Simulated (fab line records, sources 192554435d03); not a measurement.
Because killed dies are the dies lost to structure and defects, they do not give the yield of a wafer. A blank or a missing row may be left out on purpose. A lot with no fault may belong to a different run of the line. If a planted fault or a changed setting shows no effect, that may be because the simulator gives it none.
Comparing a struck lot with a sound one / flow n5-finfet / 34 out of 1938 route steps
Sound: wafers L701.2, L701.3, L701.5. Struck: wafer L711.6 (left out: L711.1, L711.4 of the same lot, which were not struck); the cause appears at the end.
At each step with rows: each side's tool, then ch and its chambers, then its first start. Under that, the readings that differ: sound wafers / struck wafers / difference of the means / sigmas: that difference in standard deviations of wafers without a fault.
alike: same words and numbers on both sides, and readings whose means sit less than 2 such deviations apart. not compared: any withheld reading, any reading some wafer has no value for, any bound like >300 that may hide the same value, and any number with overlapping values for which the record gives no deviation.
A row with sigmas, a row that says differs or no value, or rows on one side alone: a step with any of these is where the two part. Non-overlapping numbers with no deviation appear without sigmas and do not part them. A reading missing from all wafers of one side parts the sides only when that side holds two or more wafers.

first, 9 steps without rows for these wafers: N5_BEOL_M7_DESCUM_33 (chemistry O2, time 7 s); N5_BEOL_M7_ETCH_72 (etches underlayer in N2/H2, target depth 6.5 nm, time 5.2 s); N5_BEOL_M7_ETCH_65 (etches SiARC in CF4, target depth 15.6 nm, time 26 s); N5_BEOL_M7_ETCH_66 (etches SOC in N2/H2, target depth 80 nm, overetch 16 nm, time 120 s); N5_BEOL_M7_STRIP_69 (strips in N2/H2); N5_BEOL_M7_STRIP_73 (strips in N2/H2); N5_BEOL_M7_VIA_ETCH_34 (etches SiCOH lowk in C4F6/O2, target depth 125.5 nm, time 50.5 s); N5_BEOL_M7_STRIP_76 (strips in C4F6/O2); N5_BEOL_M7_STRIP_36 (strips in N2/H2).
N5_BEOL_M7_TRENCH_ETCH_37: etches SiCOH lowk in C4F6/O2, target depth 93.478 nm, time 31.2 s.
  sound on rie-diel-06 ch 0,1,2, day 12 23:27; struck on rie-diel-06 ch 1, day 15 00:48
  alike: chamber-pressure-mTorr, drypump-motor-current-A, oes-product-au, rf-fwd-power-W, rf-vpp-V, showerhead-plenum-p-Torr, throttle-valve-pct
  not compared: rf-hours-counter-h
then, 23 steps without rows for these wafers: N5_BEOL_M7_ETCH_41 (etches SiCN in CH3F/O2, target depth 31.9 nm, time 57.8 s); N5_BEOL_M7_STRIP_80 (strips in N2/H2, time 10 s); N5_BEOL_M7_HM_STRIP_39 (strips TiN in peroxide tin strip, target depth 25 nm, time 158 s); N5_BEOL_M7_SRD_40 (time 30 s); N5_BEOL_M7_PRECLEAN_42 (cleans in residue remover, time 60 s); N5_BEOL_M7_SRD_43 (time 30 s); N5_BEOL_M7_CURE_75 (cures SiCOH lowk, time 120 s); N5_BEOL_M7_DEGAS_44 (time 60 s); N5_BEOL_M7_PRE_CLEAN_45 (time 30 s); N5_BEOL_M7_ALD_77 (deposits TaN, target thk 2 nm, pulse time 2 s, purge time 3 s); N5_BEOL_M7_SURFACE_TREAT_79; N5_BEOL_M7_CVD_78 (deposits Co from CCTBA/H2, target thk 2 nm, time 142.3 s); N5_BEOL_M7_SPUTTER_48 (material Cu, target thk 10 nm, time 1.667 s); N5_BEOL_M7_ECD_50 (material Cu, target thk 300 nm); N5_BEOL_M7_ANNEAL_51 (time 90 s); N5_BEOL_M7_CMP_52 (polishes, stops on SiCOH lowk, t overpolish 6.9 s, target thk 80 nm); N5_BEOL_M7_PRE_CLEAN_55 (time 15 s); N5_BEOL_M7_DEP_56 (deposits SiCN from 3MS/NH3, target thk 10 nm, time 17.5 s); N5_BEOL_M8_ILD_DEP_00 (deposits SiCOH lowk from DEMS/porogen, target thk 179.75 nm, time 33.4 s); N5_BEOL_M8_CURE_74 (cures SiCOH lowk, time 240 s); N5_BEOL_M8_PECVD_70 (deposits SiO2 from TEOS/O2, target thk 20 nm, time 22.7 s); N5_BEOL_M8_HM_DEP_02 (deposits TiN, target thk 20 nm); N5_BEOL_M8_COAT_59 (time 60 s, resist thk 100 nm).
-- the record jumps here: 3 days lie between the struck wafers' starts before and after (it left off in module BEOL_M8 and takes up again in module PASSIVATION, whose first step shown is number 1936 of the route) --
N5_PASSIVATION_PROBE_49:
  record: rows for the struck wafers here (prober-01, day 18 09:36), none for the sound ones

== WHERE THEY PART ==
Only at N5_PASSIVATION_PROBE_49, as far as this record shows.

WHY: what had been put in by the simulator
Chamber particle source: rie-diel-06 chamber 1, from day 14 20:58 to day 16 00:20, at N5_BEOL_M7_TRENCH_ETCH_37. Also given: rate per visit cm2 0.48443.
